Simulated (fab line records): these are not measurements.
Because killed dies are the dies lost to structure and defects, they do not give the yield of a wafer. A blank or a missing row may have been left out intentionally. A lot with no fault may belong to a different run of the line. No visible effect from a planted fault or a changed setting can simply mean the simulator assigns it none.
Problem report, 8D (eight disciplines) form, completed by code + flow n5_finfet + the parts of the form that need people (team, actions taken, sign-off) are left out

== 1. THE PROBLEM ==
Mean of etch_rf_on_time_s at N5_BEOL_M2_ETCH_69: 19.4 s across 2 wafers in 2 lots; on wafers with no fault it is 25.9 s (standard deviation 0.83). Relative to the usual mean, that is a shift of -7.8 standard deviations.
The step: etches SiARC in CF4, target depth 15.6 nm, time 26 s.
Earliest sighting: wafer L198.2 on rie_diel-06 at day 9 19:08. The record has a number at this step for 27 wafers belonging to 9 lots. Rule for "out" (also "out of limits"): further than 4 standard deviations from the usual mean. The rest of the wafers with a number are treated as sound.

== 2. WHAT IT IS, WHAT IT ISN'T ==
| question                    | is                | is not                                                                                            |
|-----------------------------|-------------------|---------------------------------------------------------------------------------------------------|
| which readings at this step | etch_rf_on_time_s | drypump_motor_current_A, rf_vpp_V, showerhead_plenum_p_Torr, throttle_valve_pct                   |
| which lots                  | L198, L201        | L191, L194, L203, L204, L206, L207, L208                                                          |
| which wafers of those lots  | L198.2, L201.1    | L198.3, L198.6, L201.3, L201.5                                                                    |
| read on which tools         | rie_diel-06       | rie_diel-02, rie_diel-04                                                                          |
| when                        | from day 9 19:08  | up to then (8 sound wafers); but 17 sound wafers of L201, L203, L204, L206, L207, L208 came after |

== 3. SUSPECTS, AND WHAT RULES EACH OUT ==
Counting: any tool at a process step up to the reading remains a suspect provided it ran every lot that is out. Sound lots after the first of them don't rule it out here, since some wafers of a struck lot are sound.
- rie_diel-06 at N5_BEOL_M2_ETCH_69 (etches SiARC in CF4, target depth 15.6 nm, time 26 s): kept. It processed each lot that is out (first: L198, day 9 19:08); up to then, its last sound lot is L194 (day 8 18:58). Its own etch_rf_on_time_s readings are out on those wafers.
Remaining after the count: rie_diel-06 at N5_BEOL_M2_ETCH_69.

== 4. THE CAUSE (what the simulator had put in) ==
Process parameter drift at N5_BEOL_M2_ETCH_69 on rie_diel-06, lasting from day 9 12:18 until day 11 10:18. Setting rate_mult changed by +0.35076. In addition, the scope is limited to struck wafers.
Counting left only this tool.

== 5. THE CHAIN OF EFFECTS, in route order ==
Each row: a reading whose mean over the struck wafers that have a number lies more than 3 standard deviations from the usual. Scope: only readings with a usual standard deviation given in the record; hours: median across lots of the time from each lot's start at the first step in this table that gives one to its start at this step; sigmas: change in usual standard deviations.
| hours | step               | reading           | usual     | on struck wafers | change | sigmas |
|-------|--------------------|-------------------|-----------|------------------|--------|--------|
| 0     | N5_BEOL_M2_ETCH_69 | etch_rf_on_time_s | 25.9 s    | 19.4             | -6.4   | -7.8   |
| 0     | N5_BEOL_M2_ETCH_69 | oes_product_au    | 0.65 a.u. | 0.87             | +0.22  | +3.5   |
Process steps it contains:
- N5_BEOL_M2_ETCH_69: etches SiARC in CF4, target depth 15.6 nm, time 26 s.
At these later measuring or inspecting steps, every struck wafer for which the step has a row has a number for every such reading, and none has moved that far: N5_BEOL_M4_RC_MEAS_101.

== 6. WHAT WOULD HAVE CAUGHT IT SOONER ==
First out-of-limits reading in this record: day 9 19:08, which is 7 hours after fault onset at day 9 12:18.
